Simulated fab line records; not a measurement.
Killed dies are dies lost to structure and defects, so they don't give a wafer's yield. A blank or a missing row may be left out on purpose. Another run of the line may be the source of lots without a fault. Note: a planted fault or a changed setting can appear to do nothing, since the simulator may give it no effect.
A struck lot beside a sound one || flow nand_harc || 18 steps out of a route of 1302
Sound: the wafers L517.1, L517.4, L517.5. Wafers L522.3, L522.4, L522.6 were the ones struck. The cause is named last.
At each step with rows: each side's tool, then ch and its chambers, then its first start. Under that, the readings that differ: sound wafers || struck wafers || difference of the means || sigmas: that difference in standard deviations of wafers without a fault.
alike: same words and numbers on both sides, and readings whose means sit less than 2 such deviations apart. not compared: any withheld reading, any reading some wafer has no value for, any bound like >300 that may hide the same value, and any number with overlapping values for which the record gives no deviation.
Wherever a step has rows on one side only, a row that says differs or no value, or a row with sigmas, the two part there. Non-overlapping numbers with no deviation appear without sigmas and do not part them. Lack of a reading on every wafer of one side parts them only where that side has two or more wafers.

NHARC_A_SLIT_ETCH_26: etches the open film in C4F8/O2/Ar, time 90 s, target depth 400 nm.
  sound on har_etch-01 ch 0, day 22 15:46; struck on har_etch-02 ch 0,1, day 24 12:04
{"reading": "drypump_motor_current_A (A)", "sound": "6.4 6.4 6.4", "struck": "5.5 5.9 5.5", "difference": -0.8, "sigmas": -2}
  alike: chamber_pressure_mTorr, mfc_ar_sccm, oes_air_line_au, rf_fwd_power_W, showerhead_plenum_p_Torr, throttle_valve_pct
  not compared: rf_hours_counter_h
then, 2 steps without rows for these wafers: NHARC_A_SLIT_STRIP_28 (strips in O2/COS); NHARC_A_SLIT_ETCH_29 (etches the open film in CF4/O2, target depth 100 nm, overetch 10 nm, time 55 s).
NHARC_A_SLIT_STRIP_18: strips in O2.
  sound: rie_diel-12 ch 2,3; struck: rie_diel-03 ch 0,1,2
  alike: chamber_pressure_mTorr, drypump_motor_current_A, mfc_ar_sccm, oes_product_au, rf_vpp_V, showerhead_plenum_p_Torr, throttle_valve_pct
  not compared: rf_hours_counter_h
then, 2 steps without rows for these wafers: NHARC_A_SLIT_PRECLEAN_19 (cleans in SC1); NHARC_A_SLIT_SRD_20.
NHARC_A_SLIT_CD_MEAS_21:
  sound on cd_sem-02, day 22 17:11; struck on cd_sem-02, day 24 13:53
  alike: cd_nm
then, 3 steps without rows for these wafers: NHARC_A_SIN_REMOVE_WET_00 (chemistry H3PO4, time 15300 s); NHARC_A_SIN_REMOVE_PRECLEAN_01 (cleans in SC1); NHARC_A_SIN_REMOVE_SRD_02.
NHARC_A_SIN_REMOVE_INSPECT_04:
  sound on defect_inspect-01, day 22 23:46; struck on defect_inspect-01, day 24 20:14
  alike: raw_defect_count
NHARC_A_WL_FILL_ALD_00: deposits Al2O3, target thk 3 nm, pulse time 3 s, ald cycles 30.
  sound on ald_hk-04 ch 2,3, day 22 23:50; struck on ald_hk-02 ch 0,1,2, day 24 20:20
{"reading": "ald_cycles", "sound": "30 30 30", "struck": "27 27 27", "difference": -3, "sigmas": ""}
  alike: heater_power_w, precursor_pulse_height_rel
NHARC_A_WL_FILL_RTA_01: time 5 s.
  sound on rtp_anneal-02 ch 0, day 23 00:07; struck on rtp_anneal-01 ch 0, day 24 20:37
{"reading": "lamp_power_pct (%)", "sound": "29 28 28", "struck": "37 37 37", "difference": "+9", "sigmas": "+2"}
{"reading": "lamp_zone_5_pct (%)", "sound": "28 28 29", "struck": "37 37 37", "difference": "+9", "sigmas": "+2"}
  alike: wafer_temp_C_max
NHARC_A_WL_FILL_ALD_02: deposits TiN, target thk 2 nm, pulse time 3 s, ald cycles 100.
  sound on ald_metal-04 ch 0,2, day 23 00:20; struck on ald_metal-02 ch 0,3, day 24 20:46
  alike: ald_cycles, heater_power_w, precursor_pulse_height_rel
then, 1 step without rows for these wafers: NHARC_A_WL_FILL_CVD_03 (deposits W, target thk 40 nm, time 279 s).
NHARC_A_WL_FILL_ETCHBACK_04: etches the open film in NF3, target depth 60 nm, time 120 s.
  sound on rie_metal-03 ch 1, day 23 01:11; struck on rie_metal-02 ch 0,1, day 24 21:38
{"reading": "run_length_s (s)", "sound": "141.5 141.4 142.0", "struck": "124.7 124.8 125.0", "difference": -16.8, "sigmas": -47}
  alike: chamber_pressure_mTorr, drypump_motor_current_A, oes_product_au
  not compared: rf_hours_counter_h
NHARC_A_WL_FILL_ETCHBACK_05: etches the open film in Cl2/BCl3, target depth 22 nm, time 60 s.
  sound on rie_metal-03 ch 0, day 23 01:23; struck on rie_metal-02 ch 0,1, day 24 21:50
  alike: chamber_pressure_mTorr, drypump_motor_current_A, oes_product_au, run_length_s
  not compared: rf_hours_counter_h
next, for these wafers, 1 step has no rows: NHARC_END_SORT_01.

WHERE THEY PART
First at NHARC_A_SLIT_ETCH_26; last, within this record, at NHARC_A_WL_FILL_ETCHBACK_04. Later steps at which nothing parts them and some readings are alike: NHARC_A_WL_FILL_ETCHBACK_05.

WHY: whatever the simulator had introduced
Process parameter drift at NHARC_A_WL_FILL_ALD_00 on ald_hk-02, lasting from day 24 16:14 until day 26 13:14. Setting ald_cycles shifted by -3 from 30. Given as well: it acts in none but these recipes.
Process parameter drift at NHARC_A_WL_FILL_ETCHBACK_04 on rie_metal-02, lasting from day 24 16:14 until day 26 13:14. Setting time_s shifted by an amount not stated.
